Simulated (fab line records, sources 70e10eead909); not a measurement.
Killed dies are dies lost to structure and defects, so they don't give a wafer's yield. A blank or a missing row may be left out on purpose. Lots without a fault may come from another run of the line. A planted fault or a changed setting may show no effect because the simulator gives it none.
Which tool did it? | flow nand_harc | 24 lots, 72 wafers sampled, at 3 steps of a route of 1302

WHAT THE GAUGES READ, wafer by wafer
NHARC_A_ONON_D2_THK_MEAS_02: measures by ellipsometry. Usual: thk_nm 997 nm, standard deviation 7.3.
lot  | measured     | on            | thk_nm (nm)    | flag
L074 | day 11 20:38 | film_metro-02 | 1009 1009 1008 |
L075 | day 12 15:10 | film_metro-02 | 996 996 994    |
L076 | day 13 05:06 | film_metro-01 | 1009 1010 1009 |
L077 | day 13 10:17 | film_metro-01 | 991 991 993    |
L078 | day 13 22:43 | film_metro-02 | 1003 1003 1003 |
L079 | day 14 13:57 | film_metro-02 | 994 993 994    |
L080 | day 15 03:02 | film_metro-02 | 1003 1003 1001 |
L081 | day 15 12:35 | film_metro-01 | 989 989 987    |
L082 | day 15 12:38 | film_metro-02 | 1001 1002 1002 |
L083 | day 16 11:11 | film_metro-01 | 995 997 994    |
L084 | day 16 21:29 | film_metro-01 | 997 998 996    |
L085 | day 16 21:35 | film_metro-01 | 1008 1008 1008 |
L086 | day 17 14:05 | film_metro-02 | 986 987 986    |
L087 | day 18 09:07 | film_metro-01 | 979 981 981    |
L088 | day 18 09:07 | film_metro-02 | 998 998 999    |
L090 | day 18 20:38 | film_metro-01 | 1009 1007 1007 |
L089 | day 18 20:54 | film_metro-02 | 998 998 998    |
L091 | day 19 12:01 | film_metro-02 | 997 997 998    |
L093 | day 20 00:35 | film_metro-02 | 990 991 990    |
L092 | day 20 00:55 | film_metro-02 | 990 989 989    |
L094 | day 20 11:40 | film_metro-02 | 995 998 995    |
L095 | day 20 18:46 | film_metro-02 | 990 990 991    |
L096 | day 21 18:47 | film_metro-02 | 994 992 993    |
L097 | day 21 18:56 | film_metro-01 | 996 998 998    |

NHARC_A_ONON_D2_INSPECT_32. Usual: raw_defect_count 426, standard deviation 170.
lot  | measured     | on                | raw_defect_count | flag
L074 | day 12 10:48 | defect_inspect-02 | 231 462 424      |
L075 | day 13 04:26 | defect_inspect-01 | 278 487 305      |
L076 | day 13 17:53 | defect_inspect-02 | 272 325 351      |
L077 | day 13 23:45 | defect_inspect-02 | 390 546 442      |
L078 | day 14 12:56 | defect_inspect-01 | 362 444 1007     |
L079 | day 15 03:16 | defect_inspect-02 | 487 556 373      |
L080 | day 15 15:33 | defect_inspect-02 | 404 389 221      |
L081 | day 16 00:59 | defect_inspect-01 | 259 254 247      |
L082 | day 16 01:00 | defect_inspect-02 | 498 250 345      |
L083 | day 17 03:29 | defect_inspect-02 | 207 441 306      |
L084 | day 17 11:11 | defect_inspect-02 | 300 338 455      |
L085 | day 17 11:11 | defect_inspect-01 | 349 348 255      |
L086 | day 18 03:07 | defect_inspect-01 | 298 399 378      |
L087 | day 18 21:40 | defect_inspect-02 | 301 314 221      |
L088 | day 18 21:39 | defect_inspect-01 | 314 820 525      |
L090 | day 19 09:34 | defect_inspect-01 | 239 532 314      |
L089 | day 19 09:34 | defect_inspect-02 | 235 513 305      |
L091 | day 20 01:07 | defect_inspect-02 | 564 477 425      |
L093 | day 20 13:09 | defect_inspect-01 | 629 629 732      |
L092 | day 20 13:09 | defect_inspect-02 | 416 519 209      |
L094 | day 21 00:17 | defect_inspect-01 | 897 933 760      |
L095 | day 21 07:37 | defect_inspect-01 | 366 257 382      |
L096 | day 22 07:17 | defect_inspect-01 | 459 684 481      |
L097 | day 22 07:34 | defect_inspect-01 | 308 399 325      |

WHICH TOOL RAN EACH LOT (tool, then ch and the chambers of the sampled wafers, then the start)
lot  | NHARC_A_DECK1_JOINT_ETCHBACK_00
L074 | rie_si-02 ch 1,2,3, day 10 20:32
L075 | rie_si-01 ch 0,1,2, day 11 13:25
L076 | rie_si-05 ch 0,2, day 12 03:56
L077 | rie_si-01 ch 0,1,3, day 12 12:09
L078 | rie_si-05 ch 1,2, day 12 23:48
L079 | rie_si-05 ch 0,1, day 13 10:43
L080 | rie_si-02 ch 1,2,3, day 13 19:49
L081 | rie_si-02 ch 0,2, day 14 12:16
L082 | rie_si-01 ch 0,1,2, day 14 12:17
L083 | rie_si-01 ch 0,1,2, day 15 10:15
L084 | rie_si-02 ch 2,3, day 15 20:50
L085 | rie_si-01 ch 1,2,3, day 15 20:50
L086 | rie_si-05 ch 2,3, day 16 10:24
L087 | rie_si-05 ch 0,2, day 17 07:37
L088 | rie_si-01 ch 0,1, day 17 07:39
L090 | rie_si-05 ch 2,3, day 17 19:20
L089 | rie_si-01 ch 1,3, day 17 19:21
L091 | rie_si-02 ch 0,1, day 18 08:39
L093 | rie_si-02 ch 0,1,2, day 18 20:01
L092 | rie_si-01 ch 0,2,3, day 18 20:01
L094 | rie_si-01 ch 1,2,3, day 19 11:30
L095 | rie_si-02 ch 1,2,3, day 19 20:28
L096 | rie_si-01 ch 0,2,3, day 20 13:01
L097 | rie_si-01 ch 0,2,3, day 20 16:53
- NHARC_A_DECK1_JOINT_ETCHBACK_00: etches the open film in HBr, target depth 30 nm, time 17.4 s.

WHAT THE TOOLS THEMSELVES READ (means of the sampled wafers that have a number; where no wafer has one, the mark that the record gives instead)
NHARC_A_DECK1_JOINT_ETCHBACK_00. Usual: drypump_motor_current_A 5.9 A, standard deviation 0.5; oes_product_au 1.001 a.u., standard deviation 0.0088; throttle_valve_pct 23.266 %, standard deviation 0.0077.
lot  | tool      | drypump_motor_current_A (A) | oes_product_au (a.u.) | throttle_valve_pct (%) | flag
L074 | rie_si-02 | 6.0                         | 0.999                 | 23.257                 |
L075 | rie_si-01 | 5.6                         | 1.010                 | 23.263                 |
L076 | rie_si-05 | 6.0                         | 0.999                 | 23.272                 |
L077 | rie_si-01 | 6.0                         | 1.010                 | 23.265                 |
L078 | rie_si-05 | 5.7                         | 1.002                 | 23.262                 |
L079 | rie_si-05 | 6.1                         | 0.987                 | 23.269                 |
L080 | rie_si-02 | 6.0                         | 0.993                 | 23.262                 |
L081 | rie_si-02 | 6.0                         | 1.007                 | 23.267                 |
L082 | rie_si-01 | 5.6                         | 1.004                 | 23.267                 |
L083 | rie_si-01 | 5.6                         | 1.000                 | 23.268                 |
L084 | rie_si-02 | 5.8                         | 0.999                 | 23.262                 |
L085 | rie_si-01 | 5.5                         | 1.001                 | 23.267                 |
L086 | rie_si-05 | 5.9                         | 0.997                 | 23.265                 |
L087 | rie_si-05 | 6.4                         | 1.002                 | 23.256                 |
L088 | rie_si-01 | 5.8                         | 1.005                 | 23.267                 |
L090 | rie_si-05 | 5.9                         | 0.998                 | 23.259                 |
L089 | rie_si-01 | 5.7                         | 1.005                 | 23.271                 |
L091 | rie_si-02 | 5.5                         | 1.012                 | 23.270                 |
L093 | rie_si-02 | 5.9                         | 1.001                 | 23.267                 |
L092 | rie_si-01 | 5.8                         | 1.007                 | 23.263                 |
L094 | rie_si-01 | 5.6                         | 1.003                 | 23.270                 |
L095 | rie_si-02 | 6.0                         | 0.992                 | 23.268                 |
L096 | rie_si-01 | 5.8                         | 1.013                 | 23.264                 |
L097 | rie_si-01 | 5.8                         | 1.009                 | 23.261                 |

THE ANSWER, worked out from the rows above alone
Rule: a lot is off if the mean of its wafers that have a number lies more than 3 standard deviations from the usual mean. A lot without any number at a reading at which 4 lots or more have one is off too. The other lots that the step has rows for count as sound. The gauges are gone through in route order, then the tools' own readings, and for those a lot's mean is taken as printed above. The first step at which some lot is off is used, and at that step the reading that is off furthest; a lot without a number counts as furthest.
No lot is off at any reading shown: from this, nothing can be told.

WHAT THE SIMULATOR HAD PUT IN
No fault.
